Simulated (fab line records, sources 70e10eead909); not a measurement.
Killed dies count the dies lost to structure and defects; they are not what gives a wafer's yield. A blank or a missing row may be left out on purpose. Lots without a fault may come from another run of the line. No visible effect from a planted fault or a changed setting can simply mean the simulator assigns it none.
Matching of chambers + flow nand-harc + rie-diel-11 running NHARC_P_CONTACT_STRIP_28: 4 sister chambers
The step strips in O2. 30 wafers are shown with their chamber, then 12 later ones without.

## WAFERS WITH THEIR CHAMBER
| wafer  | chamber | showerhead-plenum-p-Torr (Torr) | drypump-motor-current-A (A) | oes-product-au (a.u.) |
|--------|---------|---------------------------------|-----------------------------|-----------------------|
| L074.1 | 2       | 3.51                            | 5.1                         | 0.999                 |
| L074.5 | 0       | 3.44                            | 5.8                         | 1.005                 |
| L074.6 | 3       | 3.44                            | 5.2                         | 0.985                 |
| L075.3 | 1       | 3.33                            | 5.9                         | 0.996                 |
| L075.4 | 2       | 3.51                            | 5.0                         | 0.998                 |
| L075.6 | 2       | 3.51                            | 5.0                         | 0.997                 |
| L078.1 | 0       | 3.44                            | 5.7                         | 0.993                 |
| L078.2 | 3       | 3.44                            | 5.2                         | 0.982                 |
| L078.6 | 0       | 3.44                            | 5.8                         | 1.002                 |
| L081.3 | 1       | 3.33                            | 5.9                         | 1.000                 |
| L081.5 | 2       | 3.51                            | 5.0                         | 0.999                 |
| L081.6 | 1       | 3.33                            | 5.9                         | 1.000                 |
| L084.3 | 2       | 3.51                            | 5.0                         | 0.993                 |
| L084.5 | 3       | 3.44                            | 5.2                         | 0.991                 |
| L084.6 | 0       | 3.43                            | 5.8                         | 1.002                 |
| L085.1 | 0       | 3.43                            | 5.7                         | 0.994                 |
| L085.2 | 1       | 3.33                            | 5.9                         | 0.991                 |
| L085.6 | 1       | 3.33                            | 5.9                         | 0.990                 |
| L086.4 | 0       | 3.43                            | 5.7                         | 0.993                 |
| L086.5 | 1       | 3.33                            | 5.9                         | 0.988                 |
| L086.6 | 2       | 3.51                            | 5.0                         | 0.993                 |
| L087.1 | 0       | 3.43                            | 5.8                         | 1.000                 |
| L087.4 | 3       | 3.44                            | 5.2                         | 0.985                 |
| L087.6 | 3       | 3.44                            | 5.2                         | 0.992                 |
| L088.1 | 3       | 3.44                            | 5.2                         | 1.007                 |
| L088.2 | 1       | 3.33                            | 5.9                         | 0.993                 |
| L088.3 | 0       | 3.44                            | 5.7                         | 1.002                 |
| L089.3 | 1       | 3.33                            | 5.9                         | 0.983                 |
| L089.5 | 2       | 3.51                            | 5.1                         | 1.012                 |
| L089.6 | 3       | 3.44                            | 5.2                         | 1.005                 |

SIGNATURES (averages over the wafers above)
| reading                  | chamber 0 | chamber 1 | chamber 2 | chamber 3 | scatter within a chamber |
|--------------------------|-----------|-----------|-----------|-----------|--------------------------|
| showerhead-plenum-p-Torr | 3.4350    | 3.3300    | 3.5100    | 3.4400    | 0.00277                  |
| drypump-motor-current-A  | 5.750     | 5.900     | 5.029     | 5.200     | 0.0363                   |
| oes-product-au           | 0.99887   | 0.99262   | 0.99871   | 0.99243   | 0.00691                  |
Rule: a wafer lies at a distance from a chamber equal to the root of the sum of squares, over the readings, of (its reading less the chamber's mean, divided by the reading's scatter). If the next closest chamber is less than 2 further off than the closest, the wafer can't be placed; otherwise it belongs to the closest. How the scatter is found: for the shown wafers, subtract from each reading the mean of its chamber, square and add these, divide the total by (wafers less chambers), then take the root.

## WAFERS WITH NO CHAMBER GIVEN
| wafer  | showerhead-plenum-p-Torr (Torr) | drypump-motor-current-A (A) | oes-product-au (a.u.) |
|--------|---------------------------------|-----------------------------|-----------------------|
| L092.3 | 3.33                            | 5.8                         | 0.983                 |
| L092.4 | 3.44                            | 5.1                         | 1.002                 |
| L092.6 | 3.33                            | 5.9                         | 0.985                 |
| L093.3 | 3.51                            | 5.1                         | 1.005                 |
| L093.4 | 3.33                            | 5.9                         | 1.011                 |
| L093.5 | 3.43                            | 5.7                         | 1.006                 |
| L095.4 | 3.44                            | 5.1                         | 1.004                 |
| L095.5 | 3.43                            | 5.7                         | 1.021                 |
| L095.6 | 3.33                            | 5.9                         | 0.992                 |
| L096.2 | 3.33                            | 5.8                         | 0.993                 |
| L096.3 | 3.44                            | 5.2                         | 0.999                 |
| L096.5 | 3.33                            | 5.9                         | 0.990                 |

## THE CHAMBER EACH PASSED THROUGH
| wafer  | from the rows above | in truth |
|--------|---------------------|----------|
| L092.3 | 1                   | 1        |
| L092.4 | 3                   | 3        |
| L092.6 | 1                   | 1        |
| L093.3 | 2                   | 2        |
| L093.4 | 1                   | 1        |
| L093.5 | 0                   | 0        |
| L095.4 | 3                   | 3        |
| L095.5 | 0                   | 0        |
| L095.6 | 1                   | 1        |
| L096.2 | 1                   | 1        |
| L096.3 | 3                   | 3        |
| L096.5 | 1                   | 1        |
Correctly placed: 12 of 12. Not placeable from these rows: 0. Wrongly placed: 0.
